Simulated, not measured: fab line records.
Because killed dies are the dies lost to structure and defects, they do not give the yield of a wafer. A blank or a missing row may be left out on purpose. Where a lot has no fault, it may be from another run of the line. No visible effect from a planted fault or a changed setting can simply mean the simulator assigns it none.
A lot that was struck, set against a sound lot | flow nand_harc | 19 out of 1159 route steps
Sound: these wafers, L640.3, L640.4, L640.6. The struck wafers were L645.3, L645.5, L645.6. The cause comes at the end.
Per side, at each step with rows, come the tool, then ch with its chambers, and then its first start. Under that, the readings that differ: sound wafers | struck wafers | difference of the means | sigmas: that difference in standard deviations of wafers without a fault.
alike: words and numbers the same on both sides, and readings whose means are apart by under 2 such deviations; not compared: readings that were withheld, readings missing a value for some wafer, numbers with overlapping values and no deviation given by the record, and bounds like >300 which may hide the same value.
Wherever a step has rows on one side only, a row that says differs or no value, or a row with sigmas, the two part there. When numbers do not overlap yet have no deviation, they are printed without sigmas and do not part them. A reading that every wafer of one side lacks parts them only if that side has two wafers or more.

first, 1 step without rows for these wafers: NHARC_P_GATE_DEVELOP_90 (time 70 s).
NHARC_P_GATE_CD_MEAS_91: target cd 2000 nm.
  sound on cd_sem-02 ch 0, day 6 23:16; struck on cd_sem-01 ch 0, day 8 15:13
  alike: cd_nm
then, 1 step without rows for these wafers: NHARC_P_GATE_HARDBAKE_92 (time 80 s).
NHARC_P_GATE_DESCUM_93: chemistry O2, time 3 s.
  sound on rie_diel-11 ch 0,1,3, day 6 23:26; struck on rie_diel-11 ch 0,2, day 8 15:25
  alike: drypump_motor_current_A, mfc_ar_sccm, oes_product_au, rf_vpp_V, showerhead_plenum_p_Torr, throttle_valve_pct
  not compared: rf_hours_counter_h
next, for these wafers, 1 step has no rows: NHARC_P_GATE_IMPLANT_94.
NHARC_P_GATE_STRIP_113: strips in N2/H2, time 740 s.
  sound on plasma_asher-01 ch 0,1, day 7 00:02; struck on plasma_asher-01 ch 0,1, day 8 16:50
  alike: drypump_motor_current_A, heater_power_w, temp_c
  not compared: rf_hours_counter_h
NHARC_P_GATE_STRIP_95: strips in O2.
  sound on plasma_asher-01 ch 0,1, day 7 00:32; struck on plasma_asher-01 ch 0,1, day 8 17:13
  alike: drypump_motor_current_A, heater_power_w, temp_c
  not compared: rf_hours_counter_h
then, 5 steps without rows for these wafers: NHARC_P_GATE_STRIP_96 (strips in SPM, time 900 s); NHARC_P_GATE_RTA_64 (time 1 s); NHARC_P_GATE_ETCH_77 (etches SiO2 in dHF, target depth 6 nm); NHARC_P_GATE_DEGAS_109 (time 60 s); NHARC_P_GATE_PRE_CLEAN_110 (time 30 s).
NHARC_P_GATE_SPUTTER_78: material Ni, target thk 10 nm.
  sound on pvd_sputter-03 at day 7 01:30; struck on pvd_sputter-02 at day 8 18:11
then, 1 step without rows for these wafers: NHARC_P_GATE_SPUTTER_79 (material TiN, target thk 10 nm).
NHARC_P_GATE_RTA_80: time 30 s.
  sound on rtp_anneal-02 ch 0, day 7 01:44; struck on rtp_anneal-02 ch 0, day 8 18:28
  alike: lamp_power_pct, lamp_zone_1_pct, wafer_temp_C_max
then, 1 step without rows for these wafers: NHARC_P_GATE_STRIP_67 (strips in SPM, time 600 s).
NHARC_P_GATE_RTA_82: time 30 s.
  sound on rtp_anneal-01 ch 0, day 7 02:12; struck on rtp_anneal-01 ch 0, day 8 18:56
  alike: lamp_power_pct, lamp_zone_1_pct, wafer_temp_C_max
NHARC_P_GATE_INSPECT_68:
  sound on defect_inspect-02 at day 7 02:20; struck on defect_inspect-02 at day 8 19:05
  alike: raw_defect_count
-- record jumps: 14 days between struck wafers' starts before vs after; left off in module P_GATE, resumes in module END, first step shown is number 1159 of the route --
NHARC_END_SORT_01:
  sound on prober-02 ch 0, day 21 07:28; struck on prober-01 ch 0, day 22 08:25
  reading             | sound    | struck                                                               | difference                   | sigmas
  hold                | - - -    | await_dispo/4.6h/scrap await_dispo/4.6h/scrap await_dispo/4.6h/scrap | no value on the sound wafers |
  killed_at_periphery | 8 6 3    | 610 617 612                                                          | +607                         | +99 or more
  killed_dies         | 42 41 34 | 639 643 634                                                          | +600                         | +60
  alike: killed_at_array, killed_at_other, killed_open, killed_short

## WHERE THEY PART
At NHARC_END_SORT_01 and nowhere else, as far as this record goes.

WHY: the cause the simulator had injected
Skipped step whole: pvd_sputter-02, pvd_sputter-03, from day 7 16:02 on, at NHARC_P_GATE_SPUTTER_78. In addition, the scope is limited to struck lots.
